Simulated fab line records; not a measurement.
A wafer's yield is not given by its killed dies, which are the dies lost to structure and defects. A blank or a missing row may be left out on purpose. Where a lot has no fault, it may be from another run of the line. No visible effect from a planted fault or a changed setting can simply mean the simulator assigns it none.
Split-lot experiment / flow n5Finfet / 21 wafers read from 7 lots, route of 1938 steps

== THE SPLIT ITSELF ==
At N5_BEOL_M12_COAT_04 (resist thk 400 nm), the setting spinRpm was moved away from the recipe's 1625 rpm on 9 of the 21 wafers read, by -8.1% to +10.2%. All remaining wafers had this setting at the recipe value.

== FROM THE SPLIT TO THE READING: what the file shows between them, 5 steps ==
- N5_BEOL_M12_PEB_08: peb time 90 s (also split here: pebTimeS)
- N5_BEOL_M12_DEVELOP_09: develop time 45 s
- N5_BEOL_M12_HARDBAKE_14: time 120 s
- N5_BEOL_M12_DESCUM_15: chemistry O2, time 7.9 s
- N5_BEOL_M12_ETCH_59: etches BARC in N2/H2, target depth 89 nm, overetch 26.7 nm, time 67.9 s

== THE READING ==
coat_of_BEOL_M12_COAT_04.thkNm (the simulator's own value, which no gauge read), in nm, at N5_BEOL_M12_VIA_ETCH_16 (etches SiOC in C4F8/O2/Ar, target depth 724.8 nm). The file does not state a usual value for it. Here, 12 wafers ran the recipe; their average is 123.8 nm with a standard deviation of 2.6 nm.

wafer=L075.1; tool, chamber at the split=lithoTrack-01, 0; spinRpm as run, rpm=1625; against the recipe=recipe; coat_of_BEOL_M12_COAT_04.thkNm, nm=127.4; against lot-mates on the recipe=-
wafer=L075.2; tool, chamber at the split=lithoTrack-01, 0; spinRpm as run, rpm=1625; against the recipe=recipe; coat_of_BEOL_M12_COAT_04.thkNm, nm=125.2; against lot-mates on the recipe=-
wafer=L075.3; tool, chamber at the split=lithoTrack-01, 0; spinRpm as run, rpm=1625; against the recipe=recipe; coat_of_BEOL_M12_COAT_04.thkNm, nm=121.4; against lot-mates on the recipe=-
wafer=L076.4; tool, chamber at the split=lithoTrack-05, 0; spinRpm as run, rpm=1515; against the recipe=-6.8%; coat_of_BEOL_M12_COAT_04.thkNm, nm=139; against lot-mates on the recipe=+16.5
wafer=L076.5; tool, chamber at the split=lithoTrack-05, 0; spinRpm as run, rpm=1625; against the recipe=recipe; coat_of_BEOL_M12_COAT_04.thkNm, nm=121.6; against lot-mates on the recipe=-
wafer=L076.6; tool, chamber at the split=lithoTrack-05, 0; spinRpm as run, rpm=1625; against the recipe=recipe; coat_of_BEOL_M12_COAT_04.thkNm, nm=123.4; against lot-mates on the recipe=-
wafer=L080.1; tool, chamber at the split=lithoTrack-01, 0; spinRpm as run, rpm=1625; against the recipe=recipe; coat_of_BEOL_M12_COAT_04.thkNm, nm=124.8; against lot-mates on the recipe=-
wafer=L080.2; tool, chamber at the split=lithoTrack-01, 0; spinRpm as run, rpm=1625; against the recipe=recipe; coat_of_BEOL_M12_COAT_04.thkNm, nm=122; against lot-mates on the recipe=-
wafer=L080.5; tool, chamber at the split=lithoTrack-01, 0; spinRpm as run, rpm=1783; against the recipe=+9.7%; coat_of_BEOL_M12_COAT_04.thkNm, nm=101.6; against lot-mates on the recipe=-21.8
wafer=L077.1; tool, chamber at the split=lithoTrack-05, 0; spinRpm as run, rpm=1493; against the recipe=-8.1%; coat_of_BEOL_M12_COAT_04.thkNm, nm=143; against lot-mates on the recipe=+18.0
wafer=L077.3; tool, chamber at the split=lithoTrack-05, 0; spinRpm as run, rpm=1625; against the recipe=recipe; coat_of_BEOL_M12_COAT_04.thkNm, nm=125.6; against lot-mates on the recipe=-
wafer=L077.6; tool, chamber at the split=lithoTrack-05, 0; spinRpm as run, rpm=1625; against the recipe=recipe; coat_of_BEOL_M12_COAT_04.thkNm, nm=124.4; against lot-mates on the recipe=-
wafer=L082.3; tool, chamber at the split=lithoTrack-02, 0; spinRpm as run, rpm=1756; against the recipe=+8.1%; coat_of_BEOL_M12_COAT_04.thkNm, nm=113; against lot-mates on the recipe=no lot-mate on the recipe
wafer=L082.4; tool, chamber at the split=lithoTrack-02, 0; spinRpm as run, rpm=1756; against the recipe=+8.1%; coat_of_BEOL_M12_COAT_04.thkNm, nm=107.6; against lot-mates on the recipe=no lot-mate on the recipe
wafer=L082.6; tool, chamber at the split=lithoTrack-02, 0; spinRpm as run, rpm=1756; against the recipe=+8.1%; coat_of_BEOL_M12_COAT_04.thkNm, nm=114.2; against lot-mates on the recipe=no lot-mate on the recipe
wafer=L087.1; tool, chamber at the split=lithoTrack-02, 0; spinRpm as run, rpm=1625; against the recipe=recipe; coat_of_BEOL_M12_COAT_04.thkNm, nm=124.4; against lot-mates on the recipe=-
wafer=L087.4; tool, chamber at the split=lithoTrack-02, 0; spinRpm as run, rpm=1625; against the recipe=recipe; coat_of_BEOL_M12_COAT_04.thkNm, nm=117.6; against lot-mates on the recipe=-
wafer=L087.5; tool, chamber at the split=lithoTrack-02, 0; spinRpm as run, rpm=1566; against the recipe=-3.6%; coat_of_BEOL_M12_COAT_04.thkNm, nm=133.4; against lot-mates on the recipe=+12.4
wafer=L095.1; tool, chamber at the split=lithoTrack-05, 0; spinRpm as run, rpm=1625; against the recipe=recipe; coat_of_BEOL_M12_COAT_04.thkNm, nm=127.2; against lot-mates on the recipe=-
wafer=L095.3; tool, chamber at the split=lithoTrack-05, 0; spinRpm as run, rpm=1791; against the recipe=+10.2%; coat_of_BEOL_M12_COAT_04.thkNm, nm=100.6; against lot-mates on the recipe=-26.6
wafer=L095.6; tool, chamber at the split=lithoTrack-05, 0; spinRpm as run, rpm=1791; against the recipe=+10.2%; coat_of_BEOL_M12_COAT_04.thkNm, nm=98.4; against lot-mates on the recipe=-28.8

FIT RESULTS
A straight line over all 21 wafers: coat_of_BEOL_M12_COAT_04.thkNm changes by -2.12 nm for each +1% of spinRpm; r = -0.96; the points scatter about the line by 3.3 nm.
The same after taking each lot's own level away (the mean of its wafers on the recipe; 18 wafers): -2.52 nm for each +1%; r = -0.99; scatter 2.3 nm.
On that fit, the largest move of spinRpm shifts the reading by 26 nm.
From 121.00 to 127.20 nm: that is the span of the lots' own levels, equal to 2.3 times the standard deviation above.
So the slope is not independent of the lot-to-lot level: the two fits are not the same.
Check: for one of the wafers moved furthest among these (+10.2%), held out of the fit, the line's prediction against its lot-mates is -25.5 nm. Against them it came out at -26.6 nm.

== FURTHER SPLITS ON THESE WAFERS ==
Before the reading, these wafers also passed through other splits. Each is held against what the fit with the lots' levels taken away leaves over:
other split on the same wafers=N5_BEOL_M9_ETCH_62 timeS; wafers away from the commonest value=7; r with coat_of_BEOL_M12_COAT_04.thkNm (lot level and that fit taken away)=+0.21
other split on the same wafers=N5_BEOL_M12_PEB_08 pebTimeS; wafers away from the commonest value=10; r with coat_of_BEOL_M12_COAT_04.thkNm (lot level and that fit taken away)=+0.14

== THE WHOLE CHAIN: every reading that the file lists as answering this split, in the file's order ==
step=N5_BEOL_M12_COAT_04; what it does=resist thk 400 nm; reading=coat_of_BEOL_M12_COAT_04.thkNm (the simulator's own value, which no gauge read); change (the file's fit)=-1.98 nm for each +1% of the setting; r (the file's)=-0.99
step=N5_BEOL_M12_ETCH_59; what it does=etches BARC in N2/H2, target depth 89 nm, overetch 26.7 nm, time 67.9 s; reading=coat_of_BEOL_M12_COAT_04.thkNm (the simulator's own value, which no gauge read); change (the file's fit)=-2.12 nm for each +1% of the setting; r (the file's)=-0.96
step=N5_BEOL_M12_VIA_ETCH_16; what it does=etches SiOC in C4F8/O2/Ar, target depth 724.8 nm; reading=coat_of_BEOL_M12_COAT_04.thkNm (the simulator's own value, which no gauge read); change (the file's fit)=-2.46 nm for each +1% of the setting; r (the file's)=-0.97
step=N5_BEOL_M12_STRIP_63; what it does=strips in N2/H2; reading=stripTimeToEndpointS; change (the file's fit)=withheld for each +1% of the setting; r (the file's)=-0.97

== FILE'S OWN FIT ==
coat_of_BEOL_M12_COAT_04.thkNm changes by -2.46 nm for each +1% of spinRpm, r = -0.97.
